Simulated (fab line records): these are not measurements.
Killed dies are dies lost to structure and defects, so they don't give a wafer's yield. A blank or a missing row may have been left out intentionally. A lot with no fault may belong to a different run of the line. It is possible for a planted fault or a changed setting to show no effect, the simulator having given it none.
fab line records :: flow n5Finfet :: part 2 of 2: steps 23 to 28 of 28
[record]
  lots = 5
  wafers = 15
  lastDay = 14
route steps=1938 shown BEOL_M0@746 BEOL_M1@751
lots with no fault: from the same line, run without faults
startH: the number of hours between the record's first day and the start of the first shown wafer of the lot :: waitH: time in hours since the lot's previous step :: " repeats the value in the row above :: L1.1+2: a row that stands for several wafers :: - either no value or no given start :: * or withheld: withheld :: < > ~ a bound
route shown NAME@n: NAME is a module with steps in the file, n the number in the route of the first one :: usual: mean/standard deviation of fault-free wafers :: same: alike in all rows :: chamber/n: place in a boat :: sites: the reading at each site :: _std_site: standard deviation of those values :: _edge_site: outer sites' mean less inner sites' :: radiusMm: for every site, how far away it sits from the centre of the wafer :: mask NAME#n: copy n :: behind: tool/chamber where the wafer was last shaped :: hold: what put the lot on hold/how long, in hours/how the hold closed :: device: the transistor (n, p or np) that didn't switch :: end of line: tests of these same wafers at the route's end :: a step given without rows: its recipe and nothing more :: killed: not the wafer's yield, but the dies lost to structure and defects at the first sort :: map: shows each die of a wafer: x if killed, . if not, _ if none is there
set.NAME: setting as actually run; set.NAME@STEP: the setting as run at that earlier step :: model.NAME: the simulator's own value behind a step, which no gauge read
lots seen at some steps along the route; tables by step, rows by wafer
services: the hour from which a tool's chamber was out of use, counted from the record's first day as startH (under 0 if before that day), plus the number of hours and why
[[steps]]
[step N5_BEOL_M1_ETCH_74]
[recipe]
  chemistry = N2/H2
  target = underlayer
  targetDepthA = 65
  maskMaterial = CAR-EUV
  timeS = 5.2
  ionEnergyEv = 200
  pressureMtorr = 30
  sourceW = 840
  biasW = 150
  n2FlowSccm = 200
  h2FlowSccm = 200
  ends = cleared
[usual]
  drypumpMotorCurrentA = 5.5/0.38
  etchRfOnTimeS = 5.21/0.14
  h2FlowSccm = 200.0/0.58
  n2FlowSccm = 200.1/0.59
  oesProductAu = 0.67/0.076
  rfVppV = 524.9/2.5
  showerheadPlenumPTorr = 2.58/0.083
  throttleValvePct = 17.98/0.23
lot.wafer: L075.1
tool: rieDiel-05
chamber: 1
startH: 134.98
waitH: 0.0
drypumpMotorCurrentA: 6.2
etchRfOnTimeS: 5.21
h2FlowSccm: 200.5
n2FlowSccm: 199.6
oesProductAu: 0.72
rfHoursCounterH: 68
rfVppV: 526.1
showerheadPlenumPTorr: 2.59
throttleValvePct: 18.19

lot.wafer: L075.3
tool: rieDiel-05
chamber: 2
startH: 134.98
waitH: 0.0
drypumpMotorCurrentA: 5.7
etchRfOnTimeS: 5.22
h2FlowSccm: 199.6
n2FlowSccm: 199.2
oesProductAu: 0.66
rfHoursCounterH: 138
rfVppV: 519.7
showerheadPlenumPTorr: 2.43
throttleValvePct: 17.98

lot.wafer: L075.6
tool: rieDiel-05
chamber: 1
startH: 134.98
waitH: 0.0
drypumpMotorCurrentA: 6.2
etchRfOnTimeS: 5.16
h2FlowSccm: 200.1
n2FlowSccm: 199.9
oesProductAu: 0.71
rfHoursCounterH: -
rfVppV: 526.5
showerheadPlenumPTorr: 2.59
throttleValvePct: 18.15

lot.wafer: L078.3
tool: rieDiel-04
chamber: 1
startH: 146.80
waitH: 0.0
drypumpMotorCurrentA: 5.0
etchRfOnTimeS: 5.49
h2FlowSccm: 199.6
n2FlowSccm: 201.0
oesProductAu: 0.64
rfHoursCounterH: 136
rfVppV: 526.3
showerheadPlenumPTorr: 2.64
throttleValvePct: 17.86

lot.wafer: L078.5
tool: rieDiel-04
chamber: 3
startH: 146.80
waitH: 0.0
drypumpMotorCurrentA: 5.3
etchRfOnTimeS: 5.19
h2FlowSccm: 199.5
n2FlowSccm: 200.4
oesProductAu: 0.58
rfHoursCounterH: -
rfVppV: 523.3
showerheadPlenumPTorr: 2.53
throttleValvePct: 18.26

lot.wafer: L078.6
tool: rieDiel-04
chamber: 0
startH: 146.80
waitH: 0.0
drypumpMotorCurrentA: 5.5
etchRfOnTimeS: 5.15
h2FlowSccm: 200.8
n2FlowSccm: 199.8
oesProductAu: 0.64
rfHoursCounterH: -
rfVppV: 525.3
showerheadPlenumPTorr: 2.64
throttleValvePct: 17.68

lot.wafer: L079.2
tool: rieDiel-02
chamber: 0
startH: 153.26
waitH: 0.0
drypumpMotorCurrentA: 5.6
etchRfOnTimeS: 5.30
h2FlowSccm: 200.4
n2FlowSccm: 201.1
oesProductAu: 0.66
rfHoursCounterH: 100
rfVppV: 522.9
showerheadPlenumPTorr: 2.58
throttleValvePct: 18.02

lot.wafer: L079.3
tool: rieDiel-02
chamber: 1
startH: 153.26
waitH: 0.0
drypumpMotorCurrentA: 6.1
etchRfOnTimeS: 5.10
h2FlowSccm: 200.6
n2FlowSccm: 199.3
oesProductAu: 0.77
rfHoursCounterH: 39
rfVppV: 524.8
showerheadPlenumPTorr: 2.59
throttleValvePct: 18.15

lot.wafer: L079.5
tool: rieDiel-02
chamber: 3
startH: 153.26
waitH: 0.0
drypumpMotorCurrentA: 5.8
etchRfOnTimeS: 5.03
h2FlowSccm: 200.2
n2FlowSccm: 199.6
oesProductAu: 0.83
rfHoursCounterH: -
rfVppV: 529.4
showerheadPlenumPTorr: 2.72
throttleValvePct: 17.68

lot.wafer: L080.1
tool: rieDiel-02
chamber: 1
startH: 156.22
waitH: 0.0
drypumpMotorCurrentA: 6.1
etchRfOnTimeS: 5.22
h2FlowSccm: 200.2
n2FlowSccm: 200.2
oesProductAu: 0.75
rfHoursCounterH: 41
rfVppV: 524.0
showerheadPlenumPTorr: 2.59
throttleValvePct: 18.15

lot.wafer: L080.5
tool: rieDiel-02
chamber: 2
startH: 156.22
waitH: 0.0
drypumpMotorCurrentA: 5.7
etchRfOnTimeS: 5.10
h2FlowSccm: 200.0
n2FlowSccm: 199.6
oesProductAu: 0.65
rfHoursCounterH: -
rfVppV: 527.6
showerheadPlenumPTorr: 2.66
throttleValvePct: 17.88

lot.wafer: L080.6
tool: rieDiel-02
chamber: 1
startH: 156.22
waitH: 0.0
drypumpMotorCurrentA: 6.1
etchRfOnTimeS: 5.18
h2FlowSccm: 200.1
n2FlowSccm: 199.8
oesProductAu: 0.75
rfHoursCounterH: -
rfVppV: 528.0
showerheadPlenumPTorr: 2.59
throttleValvePct: 18.12

lot.wafer: L083.1
tool: rieDiel-02
chamber: 1
startH: 173.83
waitH: 0.0
drypumpMotorCurrentA: 6.1
etchRfOnTimeS: 5.15
h2FlowSccm: 200.5
n2FlowSccm: 199.8
oesProductAu: 0.75
rfHoursCounterH: 45
rfVppV: 524.9
showerheadPlenumPTorr: 2.59
throttleValvePct: 18.18

lot.wafer: L083.3
tool: rieDiel-02
chamber: 0
startH: 173.83
waitH: 0.0
drypumpMotorCurrentA: 5.6
etchRfOnTimeS: 5.28
h2FlowSccm: 199.9
n2FlowSccm: 200.7
oesProductAu: 0.66
rfHoursCounterH: 106
rfVppV: 525.5
showerheadPlenumPTorr: 2.58
throttleValvePct: 18.07

lot.wafer: L083.4
tool: rieDiel-02
chamber: 3
startH: 173.83
waitH: 0.0
drypumpMotorCurrentA: 5.7
etchRfOnTimeS: 5.07
h2FlowSccm: 199.8
n2FlowSccm: 199.8
oesProductAu: 0.80
rfHoursCounterH: 13
rfVppV: 527.5
showerheadPlenumPTorr: 2.72
throttleValvePct: 17.70
[step N5_BEOL_M1_ETCH_63]
[recipe]
  chemistry = CF4
  target = SiARC
  targetDepthA = 156
  maskMaterial = CAR-EUV
  timeS = 26
  ionEnergyEv = 80
  pressureMtorr = 40
  sourceW = 545
  biasW = 36
  Ar_flow_sccm = 100
  cf4FlowSccm = 100
  ends = cleared
[usual]
  drypumpMotorCurrentA = 5.5/0.38
  etchRfOnTimeS = 26.0/0.64
  oesProductAu = 0.68/0.075
  rfVppV = 184.4/1.1
  showerheadPlenumPTorr = 2.17/0.069
  throttleValvePct = 15.72/0.14
lot.wafer: L075.1
tool: rieDiel-05
chamber: 1
startH: 135.00
waitH: 0.0
drypumpMotorCurrentA: 6.2
etchRfOnTimeS: 26.4
oesProductAu: 0.71
rfHoursCounterH: 68
rfVppV: 185.3
showerheadPlenumPTorr: 2.17
throttleValvePct: 15.62

lot.wafer: L075.3
tool: rieDiel-05
chamber: 2
startH: 135.00
waitH: 0.0
drypumpMotorCurrentA: 5.7
etchRfOnTimeS: 26.0
oesProductAu: 0.65
rfHoursCounterH: 138
rfVppV: 183.0
showerheadPlenumPTorr: 2.05
throttleValvePct: 15.73

lot.wafer: L075.6
tool: rieDiel-05
chamber: 1
startH: 135.00
waitH: 0.0
drypumpMotorCurrentA: 6.1
etchRfOnTimeS: 26.2
oesProductAu: 0.70
rfHoursCounterH: -
rfVppV: 184.7
showerheadPlenumPTorr: 2.17
throttleValvePct: 15.62

lot.wafer: L078.3
tool: rieDiel-04
chamber: 1
startH: 146.82
waitH: 0.0
drypumpMotorCurrentA: 5.0
etchRfOnTimeS: 27.7
oesProductAu: 0.64
rfHoursCounterH: 136
rfVppV: 185.8
showerheadPlenumPTorr: 2.24
throttleValvePct: 15.70

lot.wafer: L078.5
tool: rieDiel-04
chamber: 3
startH: 146.82
waitH: 0.0
drypumpMotorCurrentA: 5.3
etchRfOnTimeS: 26.4
oesProductAu: 0.58
rfHoursCounterH: -
rfVppV: 184.5
showerheadPlenumPTorr: 2.11
throttleValvePct: 15.93

lot.wafer: L078.6
tool: rieDiel-04
chamber: 0
startH: 146.82
waitH: 0.0
drypumpMotorCurrentA: 5.5
etchRfOnTimeS: 26.3
oesProductAu: 0.63
rfHoursCounterH: -
rfVppV: 184.8
showerheadPlenumPTorr: 2.23
throttleValvePct: 15.53

lot.wafer: L079.2
tool: rieDiel-02
chamber: 0
startH: 153.28
waitH: 0.0
drypumpMotorCurrentA: 5.6
etchRfOnTimeS: 26.4
oesProductAu: 0.67
rfHoursCounterH: 100
rfVppV: 184.7
showerheadPlenumPTorr: 2.18
throttleValvePct: 15.75

lot.wafer: L079.3
tool: rieDiel-02
chamber: 1
startH: 153.28
waitH: 0.0
drypumpMotorCurrentA: 6.0
etchRfOnTimeS: 25.8
oesProductAu: 0.76
rfHoursCounterH: 39
rfVppV: 184.5
showerheadPlenumPTorr: 2.18
throttleValvePct: 15.79

lot.wafer: L079.5
tool: rieDiel-02
chamber: 3
startH: 153.28
waitH: 0.0
drypumpMotorCurrentA: 5.7
etchRfOnTimeS: 25.2
oesProductAu: 0.82
rfHoursCounterH: -
rfVppV: 185.1
showerheadPlenumPTorr: 2.29
throttleValvePct: 15.49

lot.wafer: L080.1
tool: rieDiel-02
chamber: 1
startH: 156.24
waitH: 0.0
drypumpMotorCurrentA: 6.0
etchRfOnTimeS: 25.9
oesProductAu: 0.75
rfHoursCounterH: 41
rfVppV: 184.9
showerheadPlenumPTorr: 2.18
throttleValvePct: 15.79

lot.wafer: L080.5
tool: rieDiel-02
chamber: 2
startH: 156.24
waitH: 0.0
drypumpMotorCurrentA: 5.7
etchRfOnTimeS: 25.5
oesProductAu: 0.65
rfHoursCounterH: -
rfVppV: 184.5
showerheadPlenumPTorr: 2.23
throttleValvePct: 15.63

lot.wafer: L080.6
tool: rieDiel-02
chamber: 1
startH: 156.24
waitH: 0.0
drypumpMotorCurrentA: 6.0
etchRfOnTimeS: 25.6
oesProductAu: 0.76
rfHoursCounterH: -
rfVppV: 185.5
showerheadPlenumPTorr: 2.18
throttleValvePct: 15.79

lot.wafer: L083.1
tool: rieDiel-02
chamber: 1
startH: 173.84
waitH: 0.0
drypumpMotorCurrentA: 6.0
etchRfOnTimeS: 25.8
oesProductAu: 0.75
rfHoursCounterH: 45
rfVppV: 183.7
showerheadPlenumPTorr: 2.17
throttleValvePct: 15.80

lot.wafer: L083.3
tool: rieDiel-02
chamber: 0
startH: 173.84
waitH: 0.0
drypumpMotorCurrentA: 5.5
etchRfOnTimeS: 26.2
oesProductAu: 0.67
rfHoursCounterH: 106
rfVppV: 183.6
showerheadPlenumPTorr: 2.18
throttleValvePct: 15.75

lot.wafer: L083.4
tool: rieDiel-02
chamber: 3
startH: 173.84
waitH: 0.0
drypumpMotorCurrentA: 5.7
etchRfOnTimeS: 25.4
oesProductAu: 0.80
rfHoursCounterH: 13
rfVppV: 185.5
showerheadPlenumPTorr: 2.29
throttleValvePct: 15.49
[step N5_BEOL_M1_ETCH_64]
[recipe]
  chemistry = N2/H2
  target = SOC
  targetDepthA = 750
  overetchA = 150
  maskMaterial = SiARC
  tempC = 40
  timeS = 112.5
  ionEnergyEv = 200
  pressureMtorr = 30
  sourceW = 840
  biasW = 150
  n2FlowSccm = 200
  h2FlowSccm = 200
[usual]
  drypumpMotorCurrentA = 5.5/0.38
  h2FlowSccm = 200.0/0.59
  n2FlowSccm = 200.0/0.6
  oesProductAu = 0.62/0.065
  rfVppV = 524.9/2.2
  showerheadPlenumPTorr = 2.58/0.083
  throttleValvePct = 17.94/0.23
lot.wafer: L075.1
tool: rieDiel-05
chamber: 1
startH: 135.03
waitH: 0.0
drypumpMotorCurrentA: 6.2
h2FlowSccm: 200.7
n2FlowSccm: 200.2
oesProductAu: 0.66
rfHoursCounterH: 68
rfVppV: 523.3
showerheadPlenumPTorr: 2.59
throttleValvePct: 18.13

lot.wafer: L075.3
tool: rieDiel-05
chamber: 2
startH: 135.03
waitH: 0.0
drypumpMotorCurrentA: 5.6
h2FlowSccm: 199.5
n2FlowSccm: 199.6
oesProductAu: 0.60
rfHoursCounterH: 138
rfVppV: 522.0
showerheadPlenumPTorr: 2.43
throttleValvePct: 17.97

lot.wafer: L075.6
tool: rieDiel-05
chamber: 1
startH: 135.03
waitH: 0.0
drypumpMotorCurrentA: 6.2
h2FlowSccm: 200.1
n2FlowSccm: 201.1
oesProductAu: 0.66
rfHoursCounterH: -
rfVppV: 524.2
showerheadPlenumPTorr: 2.59
throttleValvePct: 18.12

lot.wafer: L078.3
tool: rieDiel-04
chamber: 1
startH: 146.85
waitH: 0.0
drypumpMotorCurrentA: 5.0
h2FlowSccm: 199.9
n2FlowSccm: 199.9
oesProductAu: 0.61
rfHoursCounterH: 136
rfVppV: 526.7
showerheadPlenumPTorr: 2.64
throttleValvePct: 17.81

lot.wafer: L078.5
tool: rieDiel-04
chamber: 3
startH: 146.85
waitH: 0.0
drypumpMotorCurrentA: 5.4
h2FlowSccm: 199.2
n2FlowSccm: 199.9
oesProductAu: 0.54
rfHoursCounterH: -
rfVppV: 523.8
showerheadPlenumPTorr: 2.53
throttleValvePct: 18.22

lot.wafer: L078.6
tool: rieDiel-04
chamber: 0
startH: 146.85
waitH: 0.0
drypumpMotorCurrentA: 5.4
h2FlowSccm: 200.2
n2FlowSccm: 200.1
oesProductAu: 0.58
rfHoursCounterH: -
rfVppV: 527.0
showerheadPlenumPTorr: 2.64
throttleValvePct: 17.64

lot.wafer: L079.2
tool: rieDiel-02
chamber: 0
startH: 153.31
waitH: 0.0
drypumpMotorCurrentA: 5.5
h2FlowSccm: 199.6
n2FlowSccm: 199.9
oesProductAu: 0.63
rfHoursCounterH: 100
rfVppV: 525.2
showerheadPlenumPTorr: 2.58
throttleValvePct: 17.99

lot.wafer: L079.3
tool: rieDiel-02
chamber: 1
startH: 153.31
waitH: 0.0
drypumpMotorCurrentA: 6.0
h2FlowSccm: 199.1
n2FlowSccm: 199.7
oesProductAu: 0.69
rfHoursCounterH: 39
rfVppV: 524.5
showerheadPlenumPTorr: 2.59
throttleValvePct: 18.11

lot.wafer: L079.5
tool: rieDiel-02
chamber: 3
startH: 153.31
waitH: 0.0
drypumpMotorCurrentA: 5.7
h2FlowSccm: 200.6
n2FlowSccm: 199.5
oesProductAu: 0.75
rfHoursCounterH: -
rfVppV: 529.0
showerheadPlenumPTorr: 2.72
throttleValvePct: 17.62

lot.wafer: L080.1
tool: rieDiel-02
chamber: 1
startH: 156.27
waitH: 0.0
drypumpMotorCurrentA: 6.0
h2FlowSccm: 199.9
n2FlowSccm: 200.4
oesProductAu: 0.70
rfHoursCounterH: 41
rfVppV: 526.2
showerheadPlenumPTorr: 2.59
throttleValvePct: 18.10

lot.wafer: L080.5
tool: rieDiel-02
chamber: 2
startH: 156.27
waitH: 0.0
drypumpMotorCurrentA: 5.7
h2FlowSccm: 200.3
n2FlowSccm: 199.9
oesProductAu: 0.59
rfHoursCounterH: -
rfVppV: 528.0
showerheadPlenumPTorr: 2.66
throttleValvePct: 17.84

lot.wafer: L080.6
tool: rieDiel-02
chamber: 1
startH: 156.27
waitH: 0.0
drypumpMotorCurrentA: 6.0
h2FlowSccm: 200.1
n2FlowSccm: 201.7
oesProductAu: 0.70
rfHoursCounterH: -
rfVppV: 525.2
showerheadPlenumPTorr: 2.59
throttleValvePct: 18.12

lot.wafer: L083.1
tool: rieDiel-02
chamber: 1
startH: 173.87
waitH: 0.0
drypumpMotorCurrentA: 6.0
h2FlowSccm: 200.1
n2FlowSccm: 200.0
oesProductAu: 0.69
rfHoursCounterH: 45
rfVppV: 525.0
showerheadPlenumPTorr: 2.59
throttleValvePct: 18.12

lot.wafer: L083.3
tool: rieDiel-02
chamber: 0
startH: 173.87
waitH: 0.0
drypumpMotorCurrentA: 5.6
h2FlowSccm: 200.0
n2FlowSccm: 199.3
oesProductAu: 0.63
rfHoursCounterH: 106
rfVppV: 526.1
showerheadPlenumPTorr: 2.58
throttleValvePct: 18.01

lot.wafer: L083.4
tool: rieDiel-02
chamber: 3
startH: 173.87
waitH: 0.0
drypumpMotorCurrentA: 5.7
h2FlowSccm: 199.4
n2FlowSccm: 200.3
oesProductAu: 0.74
rfHoursCounterH: 13
rfVppV: 527.7
showerheadPlenumPTorr: 2.72
throttleValvePct: 17.65
[step N5_BEOL_M1_STRIP_65]
[recipe]
  chemistry = N2/H2
  tempC = 40
  n2FlowSccm = 200
  h2FlowSccm = 200
  rfFrequencyHz = 6e+07
lot.wafer: L075.1+3+6
tool: rieDiel-05
chamber: 1,2,1
startH: 135.14
waitH: 0.1

lot.wafer: L078.3+5+6
tool: rieDiel-04
chamber: 1,3,0
startH: 146.95
waitH: 0.1

lot.wafer: L079.2+3+5
tool: rieDiel-02
chamber: 0,1,3
startH: 153.41
waitH: 0.1

lot.wafer: L080.1+5+6
tool: rieDiel-02
chamber: 1,2,1
startH: 156.37
waitH: 0.1

lot.wafer: L083.1+3+4
tool: rieDiel-02
chamber: 1,0,3
startH: 173.98
waitH: 0.1
[step N5_BEOL_M1_STRIP_75]
[recipe]
  chemistry = N2/H2
  tempC = 40
  n2FlowSccm = 200
  h2FlowSccm = 200
  rfFrequencyHz = 6e+07
lot.wafer: L075.1+3+6
tool: rieDiel-05
chamber: 1,2,1
startH: 135.15
waitH: 0.0

lot.wafer: L078.3+5+6
tool: rieDiel-04
chamber: 1,3,0
startH: 146.96
waitH: 0.0

lot.wafer: L079.2+3+5
tool: rieDiel-02
chamber: 0,1,3
startH: 153.42
waitH: 0.0

lot.wafer: L080.1+5+6
tool: rieDiel-02
chamber: 1,2,1
startH: 156.38
waitH: 0.0

lot.wafer: L083.1+3+4
tool: rieDiel-02
chamber: 1,0,3
startH: 173.99
waitH: 0.0
[step N5_BEOL_M1_STRIP_66]
[recipe]
  chemistry = CF4
  resist = SiARC
  powerW = 300
  biasPowerW = 75
  pressureMtorr = 50
  cf4FlowSccm = 150
  rfFrequencyHz = 6e+07
[usual]
  drypumpMotorCurrentA = 5.5/0.38
  oesProductAu = 0.78/0.081
  rfVppV = 271.8/1.4
  showerheadPlenumPTorr = 1.82/0.056
  throttleValvePct = 13.68/0.16
lot.wafer: L075.1
tool: rieDiel-05
chamber: 1
startH: 135.16
waitH: 0.0
drypumpMotorCurrentA: 6.2
oesProductAu: 0.83
rfHoursCounterH: 68
rfVppV: 272.5
showerheadPlenumPTorr: 1.82
throttleValvePct: 13.59

lot.wafer: L075.3
tool: rieDiel-05
chamber: 2
startH: 135.16
waitH: 0.0
drypumpMotorCurrentA: 5.7
oesProductAu: 0.76
rfHoursCounterH: 138
rfVppV: 269.0
showerheadPlenumPTorr: 1.72
throttleValvePct: 13.73

lot.wafer: L075.6
tool: rieDiel-05
chamber: 1
startH: 135.16
waitH: 0.0
drypumpMotorCurrentA: 6.2
oesProductAu: 0.82
rfHoursCounterH: -
rfVppV: 271.7
showerheadPlenumPTorr: 1.82
throttleValvePct: 13.57

lot.wafer: L078.3
tool: rieDiel-04
chamber: 1
startH: 146.97
waitH: 0.0
drypumpMotorCurrentA: 5.0
oesProductAu: 0.76
rfHoursCounterH: 136
rfVppV: 273.5
showerheadPlenumPTorr: 1.88
throttleValvePct: 13.67

lot.wafer: L078.5
tool: rieDiel-04
chamber: 3
startH: 146.97
waitH: 0.0
drypumpMotorCurrentA: 5.3
oesProductAu: 0.69
rfHoursCounterH: -
rfVppV: 270.5
showerheadPlenumPTorr: 1.77
throttleValvePct: 13.95

lot.wafer: L078.6
tool: rieDiel-04
chamber: 0
startH: 146.97
waitH: 0.0
drypumpMotorCurrentA: 5.4
oesProductAu: 0.74
rfHoursCounterH: -
rfVppV: 273.2
showerheadPlenumPTorr: 1.87
throttleValvePct: 13.52

lot.wafer: L079.2
tool: rieDiel-02
chamber: 0
startH: 153.43
waitH: 0.0
drypumpMotorCurrentA: 5.5
oesProductAu: 0.78
rfHoursCounterH: 100
rfVppV: 271.0
showerheadPlenumPTorr: 1.82
throttleValvePct: 13.68

lot.wafer: L079.3
tool: rieDiel-02
chamber: 1
startH: 153.43
waitH: 0.0
drypumpMotorCurrentA: 6.1
oesProductAu: 0.88
rfHoursCounterH: 39
rfVppV: 270.9
showerheadPlenumPTorr: 1.81
throttleValvePct: 13.70

lot.wafer: L079.5
tool: rieDiel-02
chamber: 3
startH: 153.43
waitH: 0.0
drypumpMotorCurrentA: 5.7
oesProductAu: 0.93
rfHoursCounterH: -
rfVppV: 273.0
showerheadPlenumPTorr: 1.92
throttleValvePct: 13.39

lot.wafer: L080.1
tool: rieDiel-02
chamber: 1
startH: 156.39
waitH: 0.0
drypumpMotorCurrentA: 6.0
oesProductAu: 0.87
rfHoursCounterH: 41
rfVppV: 272.1
showerheadPlenumPTorr: 1.81
throttleValvePct: 13.69

lot.wafer: L080.5
tool: rieDiel-02
chamber: 2
startH: 156.39
waitH: 0.0
drypumpMotorCurrentA: 5.7
oesProductAu: 0.74
rfHoursCounterH: -
rfVppV: 272.0
showerheadPlenumPTorr: 1.86
throttleValvePct: 13.59

lot.wafer: L080.6
tool: rieDiel-02
chamber: 1
startH: 156.39
waitH: 0.0
drypumpMotorCurrentA: 6.0
oesProductAu: 0.87
rfHoursCounterH: -
rfVppV: 271.8
showerheadPlenumPTorr: 1.81
throttleValvePct: 13.70

lot.wafer: L083.1
tool: rieDiel-02
chamber: 1
startH: 174.00
waitH: 0.0
drypumpMotorCurrentA: 6.1
oesProductAu: 0.86
rfHoursCounterH: 45
rfVppV: 272.5
showerheadPlenumPTorr: 1.81
throttleValvePct: 13.71

lot.wafer: L083.3
tool: rieDiel-02
chamber: 0
startH: 174.00
waitH: 0.0
drypumpMotorCurrentA: 5.5
oesProductAu: 0.77
rfHoursCounterH: 106
rfVppV: 272.0
showerheadPlenumPTorr: 1.82
throttleValvePct: 13.71

lot.wafer: L083.4
tool: rieDiel-02
chamber: 3
startH: 174.00
waitH: 0.0
drypumpMotorCurrentA: 5.7
oesProductAu: 0.92
rfHoursCounterH: 13
rfVppV: 274.4
showerheadPlenumPTorr: 1.91
throttleValvePct: 13.40
[[services]]
tool: cvdCo-01
chamber: 1
startH: 114.67
hours: -
kind: clean

tool: cvdCo-01
chamber: 1
startH: 114.67
hours: 22.0
kind: scheduledDown

tool: cvdCo-01
chamber: 1
startH: 114.67
hours: 22.0
kind: ventCycle

tool: rieDiel-02
chamber: 3
startH: 117.94
hours: -
kind: clean

tool: rieDiel-02
chamber: 3
startH: 117.94
hours: -
kind: consumableReplace:focusRing

tool: rieDiel-02
chamber: 3
startH: 117.94
hours: -
kind: consumableReplace:showerhead

tool: rieDiel-02
chamber: 3
startH: 117.94
hours: 14.9
kind: scheduledDown

tool: rieDiel-02
chamber: 3
startH: 117.94
hours: 14.9
kind: ventCycle

tool: rieDiel-05
chamber: 2
startH: 128.71
hours: 1.6
kind: repair

tool: rieDiel-04
chamber: 2
startH: 130.35
hours: -
kind: clean

tool: rieDiel-04
chamber: 2
startH: 130.35
hours: -
kind: consumableReplace:focusRing

tool: rieDiel-04
chamber: 2
startH: 130.35
hours: 22.3
kind: scheduledDown

tool: rieDiel-04
chamber: 2
startH: 130.35
hours: 22.3
kind: ventCycle

tool: pecvd-02
chamber: 1
startH: 130.79
hours: 30.3
kind: repair

tool: euvScanner-02
chamber: -
startH: 136.57
hours: 0.3
kind: repair

tool: euvScanner-01
chamber: 0
startH: 138.21
hours: -
kind: calibration

tool: rieDiel-05
chamber: -
startH: 139.60
hours: 0.4
kind: repair

tool: pecvd-02
chamber: -
startH: 139.70
hours: 0.8
kind: repair

tool: euvScanner-01
chamber: -
startH: 145.10
hours: 1.0
kind: pm

tool: pecvd-03
chamber: -
startH: 146.85
hours: 5.5
kind: pm

tool: euvScanner-02
chamber: -
startH: 153.84
hours: 4.6
kind: pm

tool: pvdSputter-03
chamber: -
startH: 159.89
hours: 2.5
kind: repair

tool: pecvd-03
chamber: -
startH: 161.70
hours: 1.3
kind: repair

tool: euvScanner-02
chamber: -
startH: 163.30
hours: 1.0
kind: pm
